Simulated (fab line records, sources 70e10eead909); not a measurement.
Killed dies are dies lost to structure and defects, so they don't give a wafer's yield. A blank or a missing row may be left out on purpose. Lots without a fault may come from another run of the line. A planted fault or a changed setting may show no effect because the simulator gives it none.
fab line records | flow nand_harc
record lots=11 wafers=33 last_day=24
route steps=1159 shown P_M0@267 END@1159
lots that met no fault: from a run of the same line without faults
start_h: hours from the record's first day to the start of the lot's first wafer shown | wait_h: hours since the lot's step before | " the same as in the row above | L1.1+2: a row that stands for several wafers | - no value, or no start given | * or withheld: withheld | < > ~ a bound
route shown NAME@n: a module of which the file shows steps, and the number in the route of the first | usual: mean/standard deviation of fault-free wafers | same: alike in all rows | chamber/n: place in a boat | sites: the reading at each site | _std_site: their standard deviation | _edge_site: outer sites' mean less inner sites' | radius_mm: how far each site lies from the wafer's centre | mask NAME#n: copy n | behind: the tool/chamber that last shaped the wafer | hold: why the lot was held/for how many hours/how that ended | device: the transistor (n, p or np) that didn't switch | end of line: the same wafers' tests at the end of the route | a step without rows: its recipe alone | killed: dies lost to structure and defects at the first sort, not the wafer's yield | map: a wafer's dies, x killed, . not, _ none there
set.NAME: the setting as run; set.NAME@STEP: as run at that earlier step | model.NAME: the simulator's own value behind a step, which no gauge read
steps of the route over a sample of lots; a table a step, a row a wafer
services: from which hour (start_h, from the record's first day; less than 0 if before it) a tool's chamber was out of use, for how many hours, and why
## steps
# step NHARC_P_M0_ETCH_34
# recipe target_depth_a=400 overetch_a=120 time_s=43.94 ion_energy_ev=200 n2_flow_sccm=150 h2_flow_sccm=150 ar_flow_sccm=0 rf_w=400 bias_w=150 chemistry=N2/H2
# usual bias_w=149.9/0.46 chamber_pressure_mTorr=29.998/0.027 drypump_motor_current_A=5.7/0.33 oes_product_au=0.995/0.0096 rf_fwd_power_W=394.7/1.8 rf_vpp_V=432.2/2.7 showerhead_plenum_p_Torr=2.10/0.091 throttle_valve_pct=14.171/0.009
# columns lot.wafer tool chamber start_h wait_h bias_w chamber_pressure_mTorr drypump_motor_current_A oes_product_au rf_fwd_power_W rf_hours_counter_h rf_vpp_V showerhead_plenum_p_Torr throttle_valve_pct
L457.1 rie_diel-07 3 134.27 0.1 149.6 30.027 5.4 0.992 395.2 4.3 427.4 1.93 14.176
L457.3 " 2 " " 149.6 30.022 5.4 1.001 396.1 4.3 435.1 2.21 14.169
L457.5 " 3 " " 149.9 29.991 5.4 0.986 394.3 - 428.1 1.93 14.173
L459.2 rie_diel-10 0 139.18 0.1 150.7 29.992 5.6 0.983 393.4 8.0 427.2 1.95 14.173
L459.4 " 3 " " 150.1 30.005 5.2 1.005 396.4 - 433.4 2.13 14.164
L459.5 " 1 " " 150.1 30.036 5.9 1.006 392.2 - 435.4 2.18 14.166
L458.3 rie_diel-07 3 139.78 0.1 150.2 30.010 5.4 0.988 396.0 4.6 426.3 1.93 14.159
L458.2 " 0 " " 149.6 30.015 5.8 0.995 392.1 4.0 430.6 2.07 14.173
L458.5 " 1 " " 150.3 29.987 5.2 1.009 394.4 - 434.3 2.20 14.189
L460.2 rie_diel-10 2 148.34 0.1 150.4 30.015 6.2 0.978 393.2 7.9 433.9 2.19 14.183
L460.6 " 0 " " 149.7 29.992 5.6 0.983 393.5 - 428.5 1.95 14.178
L460.5 " 1 " " 149.2 30.018 5.9 0.991 392.7 - 433.1 2.18 14.183
L465.3 rie_diel-02 3 167.40 0.1 150.1 29.992 5.7 1.012 393.4 0.8 430.6 2.03 14.173
L465.5 " 3 " " 151.0 30.023 5.7 1.014 395.4 - 429.4 2.03 14.161
L465.6 " 0 " " 149.6 30.007 6.2 1.004 396.7 - 434.0 2.13 14.167
L464.1 rie_diel-02 3 167.96 0.1 150.6 29.987 5.7 0.979 394.9 0.8 430.9 2.03 14.160
L464.6 " 0 " " 150.2 29.983 6.2 1.004 395.2 - 432.8 2.13 14.182
L464.4 " 3 " " 151.0 29.983 5.7 0.996 395.6 - 429.9 2.03 14.161
L467.4 rie_diel-02 2 179.31 0.1 149.9 30.038 5.9 0.996 396.9 0.9 433.2 2.12 14.165
L467.3 " 1 " " 150.1 29.974 5.6 0.998 396.7 1.8 430.1 2.08 14.165
L467.6 " 3 " " 150.2 30.003 5.7 0.994 393.8 - 430.7 2.03 14.174
L468.4 rie_diel-07 3 194.84 0.1 150.0 30.062 5.4 1.001 395.7 8.4 428.3 1.93 14.173
L468.2 " 1 " " 149.8 30.015 5.3 0.997 396.7 7.5 435.0 2.20 14.168
L468.5 " 3 " " 149.5 30.019 5.4 0.996 396.3 - 427.4 1.93 14.180
L474.4 rie_diel-02 2 223.29 0.1 149.9 29.981 5.9 0.991 396.2 3.4 433.6 2.12 14.176
L474.3 " 3 " " 150.1 29.982 5.7 0.986 393.5 4.2 429.6 2.03 14.185
L474.1 " 0 " " 150.6 29.967 6.2 0.996 395.6 4.5 431.7 2.13 14.158
L477.2 rie_diel-02 2 240.84 0.1 149.6 30.046 5.9 0.994 397.0 4.7 433.2 2.12 14.161
L477.5 " 1 " " 149.9 30.023 5.6 0.982 395.7 - 431.4 2.07 14.163
L477.6 " 2 " " 149.4 29.966 5.9 0.998 397.6 - 432.5 2.12 14.181
L476.3 rie_diel-02 3 243.47 0.1 149.9 29.982 5.7 1.005 395.4 5.5 430.0 2.03 14.167
L476.4 " 1 " " 149.7 30.002 5.7 0.991 396.1 6.3 430.6 2.07 14.160
L476.5 " 3 " " 150.0 30.009 5.7 1.016 392.9 - 430.0 2.03 14.153
# step NHARC_P_M0_DEGAS_28
# recipe temp_c=250 time_s=60
# usual heater_power_w=331/26
# columns lot.wafer tool chamber start_h wait_h heater_power_w
L457.3 pvd_sputter-01 - 135.12 - 337
L457.1 " - " " 318
L457.5 " - " " 303
L459.4 pvd_sputter-03 - 140.09 - 353
L459.2 " - " " 304
L459.5 " - " " 334
L458.3 pvd_sputter-02 - 140.61 - 310
L458.2 " - " " 314
L458.5 " - " " 311
L460.2 pvd_sputter-02 - 149.17 - 315
L460.5 " - " " 314
L460.6 " - " " 309
L465.3 pvd_sputter-01 - 168.26 - 332
L465.6 " - " " 337
L465.5 " - " " 336
L464.1 pvd_sputter-02 - 168.87 - 313
L464.4 " - " " 314
L464.6 " - " " 316
L467.4 pvd_sputter-01 - 180.16 - 338
L467.3 " - " " 375
L467.6 " - " " 322
L468.2 pvd_sputter-02 - 195.73 - 300
L468.4 " - " " 311
L468.5 " - " " 310
L474.1 pvd_sputter-03 - 224.12 - 307
L474.4 " - " " 342
L474.3 " - " " 347
L477.2 pvd_sputter-01 - 241.69 - 338
L477.6 " - " " 332
L477.5 " - " " 389
L476.3 pvd_sputter-02 - 244.32 - 309
L476.4 " - " " 306
L476.5 " - " " 310
# step NHARC_P_M0_ECD_22
# recipe target_thk_a=4000 bath_temp_c=25 material=Cu
# columns lot.wafer tool chamber start_h wait_h
L457.1+3+5 ecd_cu-01 0 135.46 -
L459.2+4+5 ecd_cu-01 0,1,0 140.50 -
L458.2+3+5 ecd_cu-02 0,0,1 141.01 -
L460.2+5+6 ecd_cu-02 1,0,1 149.60 -
L465.3+6+5 ecd_cu-02 0,0,1 168.80 -
L464.1+4+6 ecd_cu-01 1,0,0 169.23 -
L467.4+3+6 ecd_cu-01 0,1,1 180.62 -
L468.2+4+5 ecd_cu-02 0,1,0 196.09 -
L474.1+3+4 ecd_cu-01 1,0,1 224.53 -
L477.2+6+5 ecd_cu-01 0,0,1 242.04 -
L476.4+3+5 ecd_cu-01 0,1,0 244.78 -
# step NHARC_P_M0_CMP_23
# recipe t_overpolish_s=20 target_thk_nm=117.53
# usual motor_current_A=12.2/1.2 time_to_endpoint_s=26.7/2.3
# columns lot.wafer tool chamber start_h wait_h motor_current_A time_to_endpoint_s
L457.1 cmp-02 0 136.19 - 12.4 27.4
L457.3 " 1 " " 12.6 25.4
L457.5 " 0 " " 12.4 25.0
L459.2 cmp-01 0 141.17 - 12.1 25.5
L459.4 " 2 " " 9.8 24.9
L459.5 " 0 " " 12.0 27.6
L458.2 cmp-04 0 141.71 - 12.8 27.0
L458.3 " 2 " " 11.3 30.0
L458.5 " 0 " " 13.3 30.2
L460.2 cmp-04 1 150.27 - 12.4 23.6
L460.5 " 1 " " 12.0 26.3
L460.6 " 2 " " 10.6 25.8
L465.3 cmp-02 2 169.54 - 11.1 19.3
L465.6 " 0 " " 12.3 16.0
L465.5 " 1 " " 13.0 25.6
L464.1 cmp-02 0 170.14 - 12.7 30.6
L464.4 " 1 " " 12.2 26.4
L464.6 " 0 " " 12.1 28.6
L467.4 cmp-04 1 181.26 - 12.2 27.4
L467.3 " 2 " " 11.2 26.4
L467.6 " 0 " " 12.7 24.5
L468.4 cmp-04 0 196.84 - 13.1 24.5
L468.2 " 2 " " 11.9 17.7
L468.5 " 3 " " 12.4 16.4
L474.1 cmp-04 1 225.23 - 12.4 29.0
L474.4 " 2 " " 11.1 28.3
L474.3 " 3 " " 12.1 25.4
L477.2 cmp-04 2 242.83 - 11.0 28.5
L477.6 " 0 " " 13.1 27.6
L477.5 " 1 " " 12.1 26.2
L476.4 cmp-04 0 245.41 - 12.5 26.5
L476.3 " 1 " " 12.4 29.3
L476.5 " 1 " " 12.6 27.5
# step NHARC_P_M0_THK_MEAS_24
# recipe thk_meas_gauge=xrf
# usual thk_nm=116.7/1.5
# columns lot.wafer tool chamber start_h wait_h thk_nm
L457.1 film_metro-01 - 136.50 - 115.8
L457.3 " - " " 116.5
L457.5 " - " " 115.1
L459.2 film_metro-01 - 141.48 - 118.3
L459.4 " - " " 117.3
L459.5 " - " " 117.2
L458.2 film_metro-02 - 142.00 - 117.1
L458.3 " - " " 118.2
L458.5 " - " " 115.6
L460.2 film_metro-02 - 150.59 - 115.5
L460.5 " - " " 116.7
L460.6 " - " " 116.1
L465.3 film_metro-01 - 169.81 - 119.7
L465.5 " - " " 115.8
L465.6 " - " " 116.9
L464.1 film_metro-01 - 170.43 - 117.3
L464.4 " - " " 118.0
L464.6 " - " " 117.6
L467.3 film_metro-01 - 181.55 - 116.3
L467.4 " - " " 114.8
L467.6 " - " " 114.3
L468.2 film_metro-02 - 197.12 - 117.9
L468.4 " - " " 117.3
L468.5 " - " " 116.9
L474.1 film_metro-01 - 225.52 - 118.2
L474.3 " - " " 116.1
L474.4 " - " " 117.6
L477.2 film_metro-02 - 243.08 - 116.9
L477.5 " - " " 116.7
L477.6 " - " " 117.1
L476.3 film_metro-02 - 245.72 - 119.5
L476.4 " - " " 117.0
L476.5 " - " " 118.0
# step NHARC_END_SORT_01
# recipe temp_c=25
# usual defect_limited_yield=95.8/1.4 killed_at_array=24/8.8 killed_at_other=0.7/0.99 killed_at_periphery=3.5/2.6 killed_dies=28/9.3 killed_open=3.2/1.7 killed_short=1.7/1.4 sort_bin_2_pct=1.3/0.6 sort_bin_3_pct=0.24/0.2 sort_bin_4_pct=2.6/0.88 sort_n_pass=649/9.3 sort_rim_yield_pct=94/3.2 sort_yield_pct=95.8/1.4
# same gross_dies=677 sort_bin_5_pct[%]=0 sort_bin_6_pct[%]=0 sort_bin_7_pct[%]=0 sort_bin_8_pct[%]=0 sort_rim_n_gross=106.00
# columns lot.wafer tool chamber start_h wait_h defect_limited_yield[%] killed_at_array killed_at_other killed_at_periphery killed_dies killed_open killed_short sort_bin_2_pct[%] sort_bin_3_pct[%] sort_bin_4_pct[%] sort_n_pass sort_rim_yield_pct[%] sort_yield_pct[%]
L459.2 prober-01 0 464.40 2.8 95.6 25 2 3 30 1 2 1.6 0.15 2.7 647 94 95.6
L459.4 prober-01 0 465.98 3.4 96.0 22 1 4 27 2 0 1.0 0.15 2.8 650 92 96.0
L459.5 prober-01 0 466.77 3.7 96.2 24 0 2 26 3 1 1.3 0.30 2.2 651 96 96.2
L468.2 prober-01 0 522.64 2.8 96.5 19 0 5 24 7 1 1.2 0.15 2.2 653 96 96.5
L468.4 prober-01 0 524.21 3.3 96.9 18 1 2 21 3 1 1.2 0.15 1.8 656 96 96.9
L468.5 prober-01 0 525.00 3.6 97.5 14 0 3 17 4 4 0.4 0.15 1.9 660 96 97.5
L474.1 prober-01 0 554.39 2.4 94.2 34 3 2 39 3 3 2.1 0.44 3.2 638 89 94.2
L474.3 prober-01 0 556.00 3.1 93.5 39 3 2 44 4 3 2.1 0.44 4.0 633 92 93.5
L474.4 prober-01 0 556.81 3.4 94.7 31 3 2 36 2 1 1.6 0.59 3.1 641 89 94.7
# killed by level:class
L459.2 A_CHANNEL_HOLE_D1:chamber_film_flake=10 A_CONTACT:chamber_film_flake=7 A_SLIT:chamber_film_flake=3 P_M2:chamber_film_flake=2 A_STAIRCASE:chamber_film_flake=2 A_WL_FILL:geometric_particle:short=1 STARTING-WAFER:geometric_particle:short=1 P_STI:chamber_film_flake=1
L459.4 A_CHANNEL_HOLE_D1:chamber_film_flake=9 A_CONTACT:chamber_film_flake=6 A_STAIRCASE:chamber_film_flake=3 P_ZERO_WELL:chamber_film_flake=2 A_M0:chamber_film_flake=2 A_M0:geometric_particle:open=1 STARTING-WAFER:geometric_particle:open=1 P_STI:chamber_film_flake=1
L459.5 A_CHANNEL_HOLE_D1:chamber_film_flake=13 A_STAIRCASE:chamber_film_flake=3 A_CONTACT:chamber_film_flake=3 P_STI:chamber_film_flake=2 A_CHANNEL_FILL_D1:geometric_particle:open=1 A_CHANNEL_FILL_D1:geometric_particle:short=1 A_SGD_CUT:geometric_particle:open=1 A_M0:geometric_particle:open=1
L468.2 A_CHANNEL_HOLE_D1:chamber_film_flake=6 A_WL_FILL:chamber_film_flake=5 P_M0:geometric_particle:open=2 A_M0:geometric_particle:open=2 A_CHANNEL_FILL_D1:chamber_film_flake=2 P_GATE:geometric_particle:open=1 A_WL_FILL:geometric_particle:open=1 A_CONTACT:geometric_particle:open=1
L468.4 A_CHANNEL_HOLE_D1:chamber_film_flake=7 A_STAIRCASE:chamber_film_flake=3 A_CHANNEL_FILL_D1:chamber_film_flake=2 A_WL_FILL:chamber_film_flake=2 A_CONTACT:geometric_particle:open=1 A_CONTACT:geometric_particle:short=1 A_BLC:geometric_particle:open=1 STARTING-WAFER:geometric_particle:open=1
L468.5 A_CHANNEL_HOLE_D1:chamber_film_flake=3 P_GATE:geometric_particle:open=2 A_CHANNEL_HOLE_D1:geometric_particle:short=2 A_CHANNEL_FILL_D1:chamber_film_flake=2 A_WL_FILL:chamber_film_flake=2 P_M2:geometric_particle:short=1 A_CHANNEL_FILL_D1:geometric_particle:open=1 A_WL_FILL:geometric_particle:short=1
L474.1 A_CHANNEL_HOLE_D1:chamber_film_flake=18 A_CONTACT:chamber_film_flake=7 A_BONDPAD:chamber_film_flake=3 THIN_TSV:chamber_film_flake=3 A_STAIRCASE:chamber_film_flake=2 P_M0:geometric_particle:open=1 P_M2:geometric_particle:short=1 A_ONON_D1:geometric_particle:short=1
L474.3 A_CHANNEL_HOLE_D1:chamber_film_flake=20 A_CONTACT:chamber_film_flake=7 A_BONDPAD:chamber_film_flake=4 THIN_TSV:chamber_film_flake=3 A_ZERO_WELL:chamber_film_flake=2 P_M0:geometric_particle:short=1 P_M1:geometric_particle:open=1 A_SOURCE_PLATE:geometric_particle:short=1
L474.4 A_CHANNEL_HOLE_D1:chamber_film_flake=16 A_CONTACT:chamber_film_flake=9 A_BONDPAD:chamber_film_flake=2 THIN_TSV:chamber_film_flake=2 P_M0:geometric_particle:open=1 P_M1:geometric_particle:short=1 A_CONTACT:geometric_particle:open=1 A_ZERO_WELL:chamber_film_flake=1
## services
# columns tool chamber start_h hours kind
rie_diel-10 2 112.53 4.0 repair
pvd_sputter-01 - 114.58 3.1 repair
cmp-02 - 116.21 0.7 repair
pvd_sputter-03 - 121.23 1.4 repair
rie_diel-02 2 125.84 5.7 repair
cmp-02 - 128.50 4.0 pm
cmp-04 - 130.34 2.7 repair
rie_diel-10 2 134.76 5.2 repair
pvd_sputter-01 - 140.29 1.6 repair
cmp-02 - 146.88 1.4 repair
rie_diel-02 - 150.70 9.0 pm
pvd_sputter-01 - 158.02 10.0 pm
rie_diel-07 3 176.04 5.4 repair
rie_diel-10 - 176.50 9.0 pm
ecd_cu-02 - 180.28 8.0 pm
cmp-02 - 189.09 1.9 repair
cmp-04 - 203.06 4.0 pm
pvd_sputter-02 - 214.00 10.0 pm
cmp-04 - 218.40 6.5 repair
cmp-02 - 226.50 4.0 pm
cmp-04 - 227.14 1.3 repair
rie_diel-07 - 228.20 9.0 pm
cmp-04 - 244.28 1.0 repair
cmp-02 - 245.07 4.0 repair
## key
first_sign step=NHARC_P_M0_CMP_23 reading=time_to_endpoint_s direction=down sigmas=4 usual=* struck=*
effect none on later readings
met_at NHARC_P_M0_ECD_22
struck_lots L465,L468
struck_wafers L465.3,L465.6,L468.2,L468.5
not_acting_at NHARC_P_M0_ETCH_34,NHARC_P_M0_DEGAS_28,NHARC_P_M0_THK_MEAS_24
onset_between 149.60 168.80
fault kind=process_parameter_drift tool=ecd_cu-02 chamber=0 onset_h=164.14 steps=NHARC_P_M0_ECD_22 channel=target_thk_a offset=* shape=step end_h=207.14 acts_in=* stated=*
